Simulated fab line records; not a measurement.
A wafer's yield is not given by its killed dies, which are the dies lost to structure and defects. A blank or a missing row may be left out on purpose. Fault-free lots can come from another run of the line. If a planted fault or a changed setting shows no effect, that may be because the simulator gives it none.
Matching of chambers + flow nandHarc + rieDiel-08 running NHARC_A_STAIRCASE_ETCH_444: 4 sister chambers
The step etches the open film in C4F8/O2, target depth 20400 nm, time 6800 s. 4 wafers are shown with their chamber, then 9 later ones without.

== WAFERS PAIRED WITH THEIR CHAMBERS ==
| wafer  | chamber | rfVppV (V) |
|--------|---------|------------|
| L086.6 | 0       | 808        |
| L089.2 | 3       | 805        |
| L089.3 | 2       | 803        |
| L089.6 | 1       | 811        |

== WAFERS WITHOUT THEIR CHAMBER ==
| wafer  | rfVppV (V) |
|--------|------------|
| L090.1 | 805        |
| L090.3 | 811        |
| L090.6 | 808        |
| L094.1 | 803        |
| L094.3 | 807        |
| L094.4 | 803        |
| L096.1 | 809        |
| L096.3 | 803        |
| L096.6 | 808        |

== THE CHAMBER EACH PASSED THROUGH ==
| wafer  | from the rows above | in truth                   |
|--------|---------------------|----------------------------|
| L090.1 | 3                   | 3                          |
| L090.3 | 1                   | 1                          |
| L090.6 | 0                   | 0                          |
| L094.1 | 2                   | 2                          |
| L094.3 | 0                   | 0                          |
| L094.4 | 2                   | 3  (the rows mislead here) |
| L096.1 | 0                   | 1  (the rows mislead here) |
| L096.3 | 2                   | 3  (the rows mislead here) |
| L096.6 | 0                   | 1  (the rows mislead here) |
Correct placement for 5 of the 9. Not placeable from these rows: 0. Number placed wrongly: 4.
How it was worked out, from the rows above alone: a wafer's distance from a chamber is the root of the sum, over the readings, of the square of ((its reading less the chamber's mean) divided by the reading's scatter). The wafer belongs to the nearest chamber; if the next one is less than 2 further off, it can't be placed. The mean given for a chamber averages the wafers shown for that chamber. The scatter: with one shown wafer a chamber, the root of the mean of the squares of how far each hidden wafer lies from its nearest shown one.
